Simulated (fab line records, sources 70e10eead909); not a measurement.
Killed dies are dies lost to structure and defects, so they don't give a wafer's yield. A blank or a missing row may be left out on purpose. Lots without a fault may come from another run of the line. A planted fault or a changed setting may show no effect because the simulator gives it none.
Problem report in the 8D (eight disciplines) form, filled by code | flow nand_harc | the parts of the form that need people (team, actions taken, sign-off) are left out

1. THE PROBLEM
susceptor_temp_C at NHARC_A_CHANNEL_FILL_D2_ALD_15 reads a mean of 601.64 C on 9 wafers of 3 lots; wafers without a fault read 629.97 C with a standard deviation of 0.3. That is -94 standard deviations from the usual mean.
The step: deposits SiNx, target thk 2 nm, pulse time 60 s, ald cycles 19.
First seen on wafer L409.1, day 18 18:59, on ald_sin_batch-03. The record holds 18 wafers of 6 lots with a number at this step. Rule for "out", or "out of limits": more than 4 standard deviations from the usual mean. The other wafers with a number count as sound.

2. WHAT IT IS AND WHAT IT IS NOT
question                    | is                     | is not
which readings at this step | susceptor_temp_C       | precursor_pulse_height_rel
which lots                  | L409, L411, L414       | L400, L402, L421
which wafers of those lots  | all that have a number | -
read on which tools         | ald_sin_batch-03       | ald_sin_batch-01, ald_sin_batch-02
when                        | from day 18 18:59      | up to then (6 sound wafers); but 3 sound wafers of L421 came after

3. SUSPECTS, AND WHAT RULES EACH OUT
Counting: a tool at a process step up to the reading stays a suspect if it ran every lot that is out and no sound lot after the first of them.
- ald_sin_batch-03 at NHARC_A_CHANNEL_FILL_D2_ALD_15 (deposits SiNx, target thk 2 nm, pulse time 60 s, ald cycles 19): kept. It ran every lot that is out, first L409 (day 18 18:59), and no sound lot after that; its last sound lot up to then is L400 (day 14 08:11). Its own readings are out on those wafers: susceptor_temp_C.
Left after counting: ald_sin_batch-03 at NHARC_A_CHANNEL_FILL_D2_ALD_15.

4. THE CAUSE (what the simulator had put in)
Process parameter drift: ald_sin_batch-03, from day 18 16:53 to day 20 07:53, at NHARC_A_CHANNEL_FILL_D2_ALD_15. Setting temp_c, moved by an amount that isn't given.
Counting left only this tool.

5. THE CHAIN OF EFFECTS, in route order
Each row: a reading whose mean over the struck wafers that have a number lies more than 3 standard deviations from the usual. Only readings for which the record gives a usual standard deviation are gone through. hours: the time from each lot's start at the first step in this table that gives one to its start at this step, as a median over the lots. sigmas: the change in usual standard deviations.
hours | step                           | reading          | usual    | on struck wafers | change | sigmas
0     | NHARC_A_CHANNEL_FILL_D2_ALD_15 | susceptor_temp_C | 629.97 C | 601.64           | -28.33 | -94
The process steps in it:
- NHARC_A_CHANNEL_FILL_D2_ALD_15: deposits SiNx, target thk 2 nm, pulse time 60 s, ald cycles 19.

6. WHAT WOULD HAVE CAUGHT IT SOONER
In this record the first reading out of limits was taken at day 18 18:59, 2 hours after the fault began at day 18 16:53.
